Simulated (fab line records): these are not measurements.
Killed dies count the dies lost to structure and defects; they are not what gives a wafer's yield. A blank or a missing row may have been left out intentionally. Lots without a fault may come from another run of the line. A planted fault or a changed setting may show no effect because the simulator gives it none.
The same fault as seen by 2 desks -- flow nandHarc -- each desk has only its own numbers; what lay behind them comes last

## THE METROLOGY DESK
What the gauges read, lot by lot, whatever tool the lot ran on: means of the sampled wafers that have a number. Any lot whose mean is over 4 standard deviations away from the usual mean is out of limits and marked OUT; that distance is given in the brackets.
Columns: A = cdNm at NHARC_P_CONTACT_CD_MEAS_12, usual 90.0 nm; B = overlayXNm at NHARC_P_CONTACT_OVL_MEAS_13, usual 0.1 nm; C = overlayYNm at NHARC_P_CONTACT_OVL_MEAS_13, usual -0.1 nm; D = cdNm at NHARC_P_CONTACT_CD_MEAS_19, usual 89.5 nm
lot,first seen here,A,B,C,D
L283,day 5 06:40,90.4,-0.1,0.0,91.7
L285,day 5 22:23,89.7,-0.6,1.0,90.2
L292,day 7 20:49,84.2 (-7.9) OUT,1.1,1.2,83.8
L293,day 8 01:09,85.1 (-6.7) OUT,0.2,0.5,86.4
L296,day 8 17:29,88.6,-0.9,-0.7,87.4
L295,day 8 18:08,77.3 (-17) OUT,1.2,-0.7,77.2 (-5.8) OUT
L294,day 8 18:25,89.8,0.3,0.3,88.8
L300,day 9 11:22,89.5,1.0,0.3,87.0
L299,day 9 12:55,89.9,-0.6,-1.4,89.0
L301,day 10 00:17,90.3,0.6,-0.5,89.7
L305,day 11 01:03,90.0,-0.7,-0.3,87.4
L306,day 11 01:30,89.7,-0.1,1.8,89.7
Finding of this desk: L292, L293, L295 out of limits; the first was L292 at day 7 20:49, on cdNm at NHARC_P_CONTACT_CD_MEAS_12. L283, L285, L296, L294, L300, L299, L301, L305, L306 stayed within limits.

## THE TOOL OWNER'S DESK: lithoTrack-06
The tool's own readings at NHARC_P_CONTACT_PEB_10 (peb time 65 s): means of the sampled wafers that have a number, for each lot that ran on this tool. Any lot whose mean is over 4 standard deviations away from the usual mean is out of limits and marked OUT; that distance is given in the brackets.
Columns: A = heaterPowerTotalW at NHARC_P_CONTACT_PEB_10, usual 156.6 W; B = resistLineTempC at NHARC_P_CONTACT_PEB_10, usual 23.03 C
lot,first seen here,A,B
L283,day 5 06:35,156.3,22.99
L292,day 7 20:44,172.9 (+40) OUT,23.05
L293,day 8 01:04,172.4 (+38) OUT,23.11
L295,day 8 18:03,188.8 (+79) OUT,22.96
Finding of this desk: L292, L293, L295 out of limits; the first was L292 at day 7 20:44, on heaterPowerTotalW at NHARC_P_CONTACT_PEB_10. L283 stayed within limits.

## ALL TOGETHER
On L292, L293, L295, at day 7 20:44, an alarm was possible from the tool owner's desk.
At day 7 20:49 the metrology desk could have sounded an alarm, on L292, L293, L295.
All the named lots went through NHARC_P_CONTACT_PEB_10 on lithoTrack-06.

## WHAT WAS PUT IN BY THE SIMULATOR
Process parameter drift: lithoTrack-06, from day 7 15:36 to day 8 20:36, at NHARC_P_CONTACT_PEB_10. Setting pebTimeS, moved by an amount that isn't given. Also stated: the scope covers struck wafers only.
Struck lots among those shown: L292, L293, L295.
Hours from the fault's start to each desk's first reading out of limits: the tool owner's desk, 5; the metrology desk, 5.
